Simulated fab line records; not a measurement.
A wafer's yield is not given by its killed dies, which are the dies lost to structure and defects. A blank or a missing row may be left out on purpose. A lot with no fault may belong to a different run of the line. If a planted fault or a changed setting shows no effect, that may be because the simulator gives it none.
Split-lot experiment -- flow n5-finfet -- route with 1938 steps; 7 lots, 21 wafers read

## THE SPLIT ITSELF
At N5_HKMG_FIN_COAT_43 (resist thk 90 nm), the setting spin-rpm was moved away from the recipe's 1500 rpm on 5 of the 21 wafers read, by -7.3% to +8.8%. All remaining wafers had this setting at the recipe value.

The split's own step is where the reading is taken.

## THE READING
CAR-ArF_of_HKMG_FIN_COAT_43.thk-nm (the simulator's own value, which no gauge read), in nm, at N5_HKMG_FIN_COAT_43 (resist thk 90 nm). The file gives no usual value for it. Here, 16 wafers ran the recipe; their average is 89.9 nm with a standard deviation of 0.25 nm.

wafer,"tool, chamber at the split","spin-rpm as run, rpm",against the recipe,"CAR-ArF_of_HKMG_FIN_COAT_43.thk-nm, nm",against lot-mates on the recipe
L075.1,"litho-track-01, 0",1500,recipe,89.8,-
L075.6,"litho-track-01, 0",1500,recipe,89.8,-
L075.4,"litho-track-01, 0",1500,recipe,89.4,-
L079.1,"litho-track-04, 0",1500,recipe,90,-
L079.2,"litho-track-04, 0",1500,recipe,90.4,-
L079.5,"litho-track-04, 0",1391,-7.3%,93.6,+3.4
L084.3,"litho-track-05, 0",1500,recipe,90.2,-
L084.4,"litho-track-05, 0",1594,+6.3%,87.2,-3.0
L084.6,"litho-track-05, 0",1594,+6.3%,87.4,-2.8
L086.2,"litho-track-01, 0",1500,recipe,89.6,-
L086.3,"litho-track-01, 0",1500,recipe,89.6,-
L086.5,"litho-track-01, 0",1500,recipe,89.8,-
L085.2,"litho-track-01, 0",1500,recipe,89.8,-
L085.6,"litho-track-01, 0",1500,recipe,89.8,-
L085.5,"litho-track-01, 0",1500,recipe,90,-
L088.2,"litho-track-01, 0",1632,+8.8%,86.2,-3.8
L088.3,"litho-track-01, 0",1632,+8.8%,86.2,-3.8
L088.4,"litho-track-01, 0",1500,recipe,90,-
L090.2,"litho-track-05, 0",1500,recipe,90.2,-
L090.4,"litho-track-05, 0",1500,recipe,90.2,-
L090.6,"litho-track-05, 0",1500,recipe,90,-

THE FIT
A straight line over all 21 wafers: CAR-ArF_of_HKMG_FIN_COAT_43.thk-nm changes by -0.441 nm for each +1% of spin-rpm; r = -0.99; the points scatter about the line by 0.26 nm.
The same after taking each lot's own level away (the mean of its wafers on the recipe; 21 wafers): -0.448 nm for each +1%; r = -1.00; scatter 0.14 nm.
According to that fit, moving spin-rpm by its largest amount changes the reading by 3.9 nm.
Across the lots, their own levels run from 89.67 to 90.20 nm, a range of 2.1 times the standard deviation given above.
Hence the lot-to-lot level has little effect on the slope; both slopes agree.
Check: with one of the wafers moved furthest among these (+8.8%) left out of the fit, the line predicts -3.98 nm for it against its lot-mates. It came out at -3.8 nm against them.

## ADDITIONAL SPLITS CARRIED BY THESE WAFERS
Before the reading, these wafers also passed through other splits. Each is held against what the fit with the lots' levels taken away leaves over:
other split on the same wafers,wafers away from the commonest value,r with CAR-ArF_of_HKMG_FIN_COAT_43.thk-nm (lot level and that fit taken away)
N5_ZERO_LAYER_EXPOSE_08 dose-mj,5,+0.36
N5_PMOS_HMC_CHANNEL_EPI_PEB_07 peb-time-s,4,+0.16
N5_FIN_SAQP_PEB_14 peb-time-s,6,+0.04
N5_FIN_SAQP_FIN_ETCH_36 bias-w,9,+0.06
N5_DUMMY_GATE_CVD_03 temp-c,12,+0.14
N5_DUMMY_GATE_COAT_28 spin-rpm,10,+0.14
N5_SD_EPI_N_ETCH_16 target-depth-a,4,+0.11
N5_SD_EPI_N_EPI_21 epi-growth-time-s,9,+0.14

## FILE'S OWN FIT
CAR-ArF_of_HKMG_FIN_COAT_43.thk-nm changes by -0.45 nm for each +1% of spin-rpm, r = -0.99.
